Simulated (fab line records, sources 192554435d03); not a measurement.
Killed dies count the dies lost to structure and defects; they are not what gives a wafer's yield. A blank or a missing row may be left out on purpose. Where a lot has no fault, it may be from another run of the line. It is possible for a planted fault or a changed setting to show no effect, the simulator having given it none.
Code-filled problem report in 8D (eight disciplines) form + flow n5-finfet + the parts of the form that need people (team, actions taken, sign-off) are left out

## 1. WHAT WENT WRONG
Mean of run-length-s at N5_PASSIVATION_PECVD_53: 103.0 s across 2 wafers in 2 lots; on wafers with no fault it is 197.5 s (standard deviation 0.6). So: -99 or more standard deviations from the usual mean.
The step: deposits SiO2 from TEOS/O2, target thk 800 nm, time 169.4 s.
The first sign was on wafer L373.4 at day 14 21:28, on pecvd-01. The record holds 18 wafers of 6 lots with a number at this step. By rule, "out" or "out of limits" means more than 4 standard deviations away from the usual mean. The other wafers with a number count as sound.

## 2. WHAT THIS IS AND IS NOT
| question                    | is                | is not                                                                         |
|-----------------------------|-------------------|--------------------------------------------------------------------------------|
| which readings at this step | run-length-s      | -                                                                              |
| which lots                  | L372, L373        | L361, L365, L381, L383                                                         |
| which wafers of those lots  | L372.5, L373.4    | L372.2, L372.6, L373.1, L373.3                                                 |
| read on which tools         | pecvd-01          | pecvd-02, pecvd-03                                                             |
| when                        | from day 14 21:28 | up to then (8 sound wafers); but 8 sound wafers of L372, L381, L383 came after |

## 3. SUSPECTS, AND WHAT RULES EACH OUT
Counting: if a tool at a process step up to the reading ran every lot that is out, it stays a suspect. Sound lots after the first of them don't rule it out here, since some wafers of a struck lot are sound.
- rie-metal-01 at N5_PASSIVATION_AL_ETCH_33 (etches Al in Cl2/BCl3, stops on TaN, target depth 2800 nm, time 466.7 s): kept. It ran every lot that is out, first L373 (day 14 20:25).
- rie-metal-01 at N5_PASSIVATION_ETCH_59 (etches TaN in Cl2/BCl3, target depth 65 nm, time 34.9 s): kept. It ran every lot that is out, first L373 (day 14 20:49).
- rie-diel-05 at N5_PASSIVATION_STRIP_34 (strips in O2): kept. Ran every lot that is out, first one L373 (day 14 20:56); last sound lot up to then L365 (day 13 02:28).
- pecvd-01 at N5_PASSIVATION_PECVD_53 (deposits SiO2 from TEOS/O2, target thk 800 nm, time 169.4 s): kept. Ran every lot that is out, first one L373 (day 14 21:28); last sound lot up to then L361 (day 12 09:59). On those wafers its own readings are out: run-length-s.
- Within rie-diel-05 at N5_PASSIVATION_STRIP_34: the wafers that are out ran in chamber 0; their sound lot-mates ran in chambers 2, 3.
- Within pecvd-01 at N5_PASSIVATION_PECVD_53: the wafers that are out ran in chamber 2; their sound lot-mates ran in chambers 0, 1.
Left after counting: rie-metal-01 at N5_PASSIVATION_AL_ETCH_33, rie-metal-01 at N5_PASSIVATION_ETCH_59, rie-diel-05 at N5_PASSIVATION_STRIP_34, pecvd-01 at N5_PASSIVATION_PECVD_53.

## 4. THE CAUSE (what the simulator had put in)
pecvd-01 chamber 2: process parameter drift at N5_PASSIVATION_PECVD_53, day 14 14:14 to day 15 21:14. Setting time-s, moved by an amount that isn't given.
This tool is one of the 4 suspects left after counting.

## 5. SEQUENCE OF EFFECTS, ordered by route
Each row: a reading whose mean over the struck wafers that have a number lies more than 3 standard deviations from the usual. Only readings for which the record gives a usual standard deviation are gone through. hours: the time from each lot's start at the first step in this table that gives one to its start at this step, as a median over the lots. sigmas: the change in usual standard deviations.
| hours | step                    | reading      | usual   | on struck wafers | change | sigmas      |
|-------|-------------------------|--------------|---------|------------------|--------|-------------|
| 0     | N5_PASSIVATION_PECVD_53 | run-length-s | 197.5 s | 103.0            | -94.5  | -99 or more |
The process steps in it:
- N5_PASSIVATION_PECVD_53: deposits SiO2 from TEOS/O2, target thk 800 nm, time 169.4 s.

## 6. HOW IT WOULD HAVE BEEN CAUGHT EARLIER
In this record the first reading out of limits was taken at day 14 21:28, 7 hours after the fault began at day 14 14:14.
